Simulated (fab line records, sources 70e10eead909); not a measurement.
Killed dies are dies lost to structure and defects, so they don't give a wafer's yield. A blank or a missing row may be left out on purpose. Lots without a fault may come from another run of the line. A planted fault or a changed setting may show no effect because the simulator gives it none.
Chamber matching | flow nand_harc | NHARC_P_GATE_DESCUM_48 on rie_diel-12: 4 sister chambers
The step chemistry O2, time 3 s. 8 wafers are shown with their chamber, then 8 later ones without.

WAFERS WITH THEIR CHAMBER
wafer  | chamber | showerhead_plenum_p_Torr (Torr) | drypump_motor_current_A (A)
L077.4 | 0       | 1.98                            | 5.6
L078.3 | 0       | 1.98                            | 5.5
L078.4 | 3       | 1.91                            | 6.6
L078.6 | 1       | 1.89                            | 6.0
L084.1 | 3       | 1.90                            | 6.6
L084.3 | 2       | 1.86                            | 5.2
L084.4 | 1       | 1.88                            | 5.9
L085.3 | 2       | 1.86                            | 5.2

WAFERS WITHOUT THEIR CHAMBER
wafer  | showerhead_plenum_p_Torr (Torr) | drypump_motor_current_A (A)
L085.5 | 1.88                            | 5.9
L085.6 | 1.86                            | 5.2
L087.1 | 1.88                            | 5.9
L087.4 | 1.98                            | 5.6
L087.6 | 1.88                            | 5.9
L092.1 | 1.98                            | 5.6
L092.3 | 1.88                            | 6.0
L092.5 | 1.88                            | 5.9

WHICH CHAMBER EACH WENT THROUGH
wafer  | from the rows above | in truth
L085.5 | 1                   | 1
L085.6 | 2                   | 2
L087.1 | 1                   | 1
L087.4 | 0                   | 0
L087.6 | 1                   | 1
L092.1 | 0                   | 0
L092.3 | 1                   | 1
L092.5 | 1                   | 1
Placed correctly: 8 of 8. Can't be placed from these rows: 0. Placed wrongly: 0.
How it was worked out, from the rows above alone: a wafer's distance from a chamber is the root of the sum, over the readings, of the square of ((its reading less the chamber's mean) divided by the reading's scatter). The wafer belongs to the nearest chamber; if the next one is less than 2 further off, it can't be placed. A chamber's mean is the mean of its shown wafers. The scatter: the root of (the sum of the squares of (reading less its chamber's mean) over the shown wafers, divided by (wafers less chambers)).
